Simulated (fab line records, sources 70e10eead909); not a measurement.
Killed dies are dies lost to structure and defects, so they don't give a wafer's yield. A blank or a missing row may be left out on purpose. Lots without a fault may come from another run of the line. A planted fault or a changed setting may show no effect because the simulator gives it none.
A struck lot beside a sound one | flow nand_harc | 15 steps out of a route of 1159
Sound: wafers L525.2, L525.4, L525.5. Struck: wafers L530.1, L530.2. The cause comes at the end.
At each step with rows: each side's tool, then ch and its chambers, then its first start. Under that, the readings that differ: sound wafers | struck wafers | difference of the means | sigmas: that difference in standard deviations of wafers without a fault.
alike: readings whose means differ by less than 2 such deviations, and words and numbers that are the same on both sides. not compared: withheld readings, readings that some wafer has no value for, bounds like >300 that may hide the same value, and numbers for which the record gives no deviation and whose values overlap.
The two part at a step that has a row with sigmas, a row that says differs or no value, or rows on one side only. Numbers that don't overlap but have no deviation are shown without sigmas and don't part them. A reading that every wafer of one side lacks parts them only if that side has two wafers or more.

first, 7 steps without rows for these wafers: NHARC_P_ZERO_WELL_COAT_64 (time 65 s); NHARC_P_ZERO_WELL_COAT_05 (resist thk 600 nm); NHARC_P_ZERO_WELL_SOFTBAKE_06 (time 70 s); NHARC_P_ZERO_WELL_EBR_07; NHARC_P_ZERO_WELL_EXPOSE_08 (exposes mask P ZERO, target cd 500 nm); NHARC_P_ZERO_WELL_PEB_09 (peb time 80 s); NHARC_P_ZERO_WELL_DEVELOP_10 (time 50 s).
NHARC_P_ZERO_WELL_CD_MEAS_11: target cd 500 nm.
  sound on cd_sem-03 ch 0, day 3 07:14; struck on cd_sem-02 ch 0, day 4 13:21
  alike: cd_nm
then, 1 step without rows for these wafers: NHARC_P_ZERO_WELL_HARDBAKE_12 (time 65 s).
NHARC_P_ZERO_WELL_DESCUM_13: chemistry O2, time 3 s.
  sound on rie_diel-11 ch 1,3, day 3 07:33; struck on rie_diel-05 ch 0,1, day 4 13:32
  alike: drypump_motor_current_A, oes_product_au, rf_vpp_V, showerhead_plenum_p_Torr, throttle_valve_pct
  not compared: rf_hours_counter_h
NHARC_P_ZERO_WELL_ETCH_65: etches the open film in N2/H2, target depth 80 nm, overetch 24 nm, time 87.88 s.
  sound on rie_diel-11 ch 1,3, day 3 07:39; struck on rie_diel-05 ch 1,2, day 4 13:35
  alike: drypump_motor_current_A, h2_flow_sccm, oes_product_au, rf_vpp_V, showerhead_plenum_p_Torr, throttle_valve_pct
  not compared: rf_hours_counter_h
NHARC_P_ZERO_WELL_ETCH_62: etches the open film in CHF3/Ar, target depth 13 nm, time 6.5 s.
  sound on rie_diel-11 ch 0,3; struck on rie_diel-05 ch 1,3
  alike: drypump_motor_current_A, oes_product_au, rf_vpp_V, showerhead_plenum_p_Torr, throttle_valve_pct
  not compared: rf_hours_counter_h
NHARC_P_ZERO_WELL_ETCH_63: etches the open film in HBr/Cl2, target depth 120 nm, time 40.1 s.
  sound on rie_si-02 ch 0,2, day 3 07:50; struck on rie_si-02 ch 1,2, day 4 13:46
  reading               | sound             | struck      | difference | sigmas
  oes_product_au (a.u.) | 0.991 1.009 1.015 | 0.887 0.902 | -0.110     | -9
  alike: drypump_motor_current_A, throttle_valve_pct
  not compared: rf_hours_counter_h
then, 1 step without rows for these wafers: NHARC_P_ZERO_WELL_STRIP_15 (strips in SPM, time 900 s).
-- the record jumps here: 18 days lie between the struck wafers' starts before and after (it left off in module P_ZERO_WELL and takes up again in module END, whose first step shown is number 1159 of the route) --
NHARC_END_SORT_01:
  sound on prober-01 ch 0, day 21 22:04; struck on prober-01 ch 0, day 22 05:33
  reading         | sound | struck | difference | sigmas
  killed_at_other | 0 0 3 | 3 4    | +2         | +3
  alike: killed_at_array, killed_at_periphery, killed_dies, killed_open, killed_short

WHERE THEY PART
First at NHARC_P_ZERO_WELL_ETCH_63; last, within this record, at NHARC_END_SORT_01.

WHY: what the simulator had put in
Process parameter drift: rie_si-02, from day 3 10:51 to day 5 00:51, at NHARC_P_ZERO_WELL_ETCH_63. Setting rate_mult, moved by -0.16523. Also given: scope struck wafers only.
